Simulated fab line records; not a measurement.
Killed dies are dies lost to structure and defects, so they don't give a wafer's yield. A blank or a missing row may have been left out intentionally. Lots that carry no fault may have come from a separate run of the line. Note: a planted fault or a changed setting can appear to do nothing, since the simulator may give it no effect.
2 desks looking at one fault + flow nandHarc + each desk has only its own numbers; what lay behind them comes last

## DESK OF THE TOOL OWNER: rieSi-04
The tool's own readings at NHARC_P_STI_ETCH_15 (etches the open film in HBr/Cl2, target depth 300 nm, time 100.1 s): means of the sampled wafers that have a number, for each lot that ran on this tool. The brackets show how far a lot's mean lies from the usual mean; more than 4 standard deviations puts the lot out of limits, marked OUT.
Columns: A = chamberPressureMTorr at NHARC_P_STI_ETCH_15, usual 15.001 mTorr; B = drypumpMotorCurrentA at NHARC_P_STI_ETCH_15, usual 5.6 A; C = mfcCl2Sccm at NHARC_P_STI_ETCH_15, usual 49.99 sccm; D = oesProductAu at NHARC_P_STI_ETCH_15, usual 1.003 a.u.; E = throttleValvePct at NHARC_P_STI_ETCH_15, usual 26.406 %
| lot  | first seen here | A      | B   | C     | D                | E      |
|------|-----------------|--------|-----|-------|------------------|--------|
| L407 | day 2 13:23     | 15.001 | 5.5 | 50.11 | 1.003            | 26.404 |
| L409 | day 3 03:16     | 14.979 | 5.5 | 49.92 | 0.993            | 26.404 |
| L413 | day 3 23:50     | 15.005 | 5.0 | 49.92 | 0.909 (-12) OUT  | 26.405 |
| L416 | day 4 19:01     | 14.989 | 5.7 | 49.98 | 0.931 (-9.3) OUT | 26.403 |
| L417 | day 5 02:22     | 14.999 | 5.8 | 50.03 | 0.910 (-12) OUT  | 26.407 |
| L429 | day 8 00:28     | 14.996 | 5.4 | 50.07 | 1.012            | 26.399 |
This desk finds L413, L416, L417 out of limits, L413 being first, at day 3 23:50 (oesProductAu at NHARC_P_STI_ETCH_15). L407, L409, L429 stayed within limits.

## THE METROLOGY DESK
Lot by lot, what the gauges showed, no matter which tool ran the lot: averages of those sampled wafers that carry a number. The brackets show how far a lot's mean lies from the usual mean; more than 4 standard deviations puts the lot out of limits, marked OUT.
Columns: A = trenchDepthNm at NHARC_P_STI_OCD_MEAS_17, usual 302 nm; B = trenchFootCdNm at NHARC_P_STI_OCD_MEAS_17, usual 157.3 nm
| lot  | first seen here | A             | B     |
|------|-----------------|---------------|-------|
| L407 | day 2 13:36     | 301           | 155.9 |
| L409 | day 3 03:32     | 298           | 157.9 |
| L412 | day 3 14:47     | 304           | 155.4 |
| L413 | day 4 00:04     | 257 (-15) OUT | 163.6 |
| L415 | day 4 13:47     | 301           | 157.4 |
| L416 | day 4 19:15     | 266 (-12) OUT | 162.7 |
| L417 | day 5 02:37     | 256 (-15) OUT | 162.6 |
| L421 | day 6 03:19     | 300           | 157.1 |
| L427 | day 7 13:22     | 300           | 157.0 |
| L428 | day 7 17:59     | 303           | 159.6 |
| L429 | day 8 00:43     | 304           | 157.9 |
This desk finds L413, L416, L417 out of limits, L413 being first, at day 4 00:04 (trenchDepthNm at NHARC_P_STI_OCD_MEAS_17). L407, L409, L412, L415, L421, L427, L428, L429 stayed within limits.

## ALL TOGETHER
The tool owner's desk could have raised an alarm at day 3 23:50, on L413, L416, L417.
On L413, L416, L417, the metrology desk was in a position to raise an alarm at day 4 00:04.
The lots listed all ran NHARC_P_STI_ETCH_15 on rieSi-04.

## WHAT HAD BEEN PUT IN BY THE SIMULATOR
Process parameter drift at NHARC_P_STI_ETCH_15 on rieSi-04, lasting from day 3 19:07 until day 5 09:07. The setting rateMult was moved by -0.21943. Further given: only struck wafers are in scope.
Lots struck among those shown: L413, L416, L417.
Fault start to first reading out of limits, in hours, per desk: tool owner, 5; metrology, 5.
